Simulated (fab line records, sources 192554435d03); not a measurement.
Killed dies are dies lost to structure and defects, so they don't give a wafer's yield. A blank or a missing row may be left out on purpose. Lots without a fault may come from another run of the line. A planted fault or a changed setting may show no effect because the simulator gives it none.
One fault seen from 2 desks | flow n5_finfet | each desk has only its own numbers; what lay behind them comes last

THE METROLOGY DESK
What the gauges read, lot by lot, whatever tool the lot ran on: means of the sampled wafers that have a number. A lot is out of limits, marked OUT, if its mean lies more than 4 standard deviations from the usual mean; the brackets give that distance. Of its 13 readings 7 are shown: the one that was out of limits first, and those that lie furthest out on some lot.
Columns: A = CJ_P at N5_BEOL_M4_RC_MEAS_101, usual 5.79; B = ION_P at N5_BEOL_M4_RC_MEAS_101, usual 462 uA/um; C = REXT_P at N5_BEOL_M4_RC_MEAS_101, usual 101.0 ohm.um; D = SS_P at N5_BEOL_M4_RC_MEAS_101, usual 73.2 mV/dec; E = VT_N at N5_BEOL_M4_RC_MEAS_101, usual 250 mV; F = VT_P at N5_BEOL_M4_RC_MEAS_101, usual -250 mV; G = VT_P_LVT at N5_BEOL_M4_RC_MEAS_101, usual -99 mV
lot  | first seen here | A               | B              | C                | D    | E   | F    | G
L512 | day 9 07:46     | 5.87            | 456            | 104.4            | 72.8 | 251 | -254 | -103
L513 | day 9 10:22     | 5.84            | 458            | 97.9             | 73.4 | 249 | -248 | -99
L515 | day 9 17:10     | 5.68            | 454            | 104.2            | 73.6 | 254 | -256 | -105
L516 | day 9 23:46     | 5.90            | 456            | 105.5            | 72.5 | 254 | -254 | -102
L517 | day 10 14:59    | 5.84            | 466            | 100.8            | 73.4 | 248 | -248 | -98
L520 | day 10 20:46    | 6.03            | 461            | 96.4             | 74.2 | 250 | -250 | -99
L518 | day 10 23:31    | 5.81            | 456            | 102.3            | 73.0 | 253 | -249 | -99
L522 | day 11 06:28    | 4.25 (-8.6) OUT | 426 (-4.9) OUT | 106.3            | 73.1 | 248 | -256 | -103
L524 | day 11 23:43    | 4.15 (-9.1) OUT | 434            | 110.5 (+4.1) OUT | 73.3 | 244 | -251 | -100
L526 | day 12 07:54    | 4.03 (-9.8) OUT | 421 (-5.5) OUT | 105.8            | 72.8 | 248 | -253 | -104
This desk's finding: out of limits on L522, L524, L526; first on L522, day 11 06:28 (CJ_P at N5_BEOL_M4_RC_MEAS_101). In limits: L512, L513, L515, L516, L517, L520, L518.

THE TOOL OWNER'S DESK: rie_si-06
The tool's own readings at N5_SD_EPI_P_SD_RECESS_17 (chemistry HBr/Cl2/O2, target depth 39.1 nm, bt time 3 s): means of the sampled wafers that have a number, for each lot that ran on this tool. A lot is out of limits, marked OUT, if its mean lies more than 4 standard deviations from the usual mean; the brackets give that distance.
Columns: A = bias_w at N5_SD_EPI_P_SD_RECESS_17, usual 112.00 W; B = drypump_motor_current_A at N5_SD_EPI_P_SD_RECESS_17, usual 6.0 A; C = he_backside_leak_sccm at N5_SD_EPI_P_SD_RECESS_17, usual 2.78 sccm; D = oes_o_777_au at N5_SD_EPI_P_SD_RECESS_17, usual 1.005 a.u.; E = oes_product_au at N5_SD_EPI_P_SD_RECESS_17, usual 1.003 a.u.; F = throttle_valve_pct at N5_SD_EPI_P_SD_RECESS_17, usual 36.9 %
lot  | first seen here | A      | B   | C    | D     | E     | F
L512 | day 4 06:28     | 112.19 | 6.0 | 2.84 | 1.000 | 0.999 | 36.9
L515 | day 5 03:34     | 111.66 | 6.1 | 2.56 | 1.025 | 1.024 | 36.6
L517 | day 5 12:19     | 112.16 | 6.1 | 2.72 | 1.018 | 1.010 | 36.7
L518 | day 5 21:19     | 112.12 | 5.9 | 2.61 | 1.024 | 1.015 | 36.7
L520 | day 6 08:29     | 112.29 | 5.9 | 2.62 | 1.025 | 1.017 | 36.7
L522 | day 6 18:32     | 112.19 | 5.9 | 2.73 | 1.005 | 0.995 | 36.8
L524 | day 7 05:28     | 112.15 | 6.2 | 2.62 | 1.003 | 0.992 | 36.5
L526 | day 7 16:35     | 112.06 | 6.0 | 2.61 | 1.000 | 1.011 | 37.0
This desk's finding: nothing out of limits on any of the 8 lots.

PUT TOGETHER
The metrology desk could have raised an alarm at day 11 06:28, on L522, L524, L526.
The tool owner's desk saw nothing out of limits.
The tool owner's desk has L522, L524, L526 on record, within its limits.
Of the lots named, all ran N5_SD_EPI_P_SD_RECESS_17 on rie_si-06.

WHAT THE SIMULATOR HAD PUT IN
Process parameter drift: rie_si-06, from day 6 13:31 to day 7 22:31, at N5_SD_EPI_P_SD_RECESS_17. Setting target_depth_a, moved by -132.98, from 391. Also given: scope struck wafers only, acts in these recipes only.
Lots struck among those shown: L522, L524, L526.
Hours from the fault's start to each desk's first reading out of limits: the metrology desk, 113.
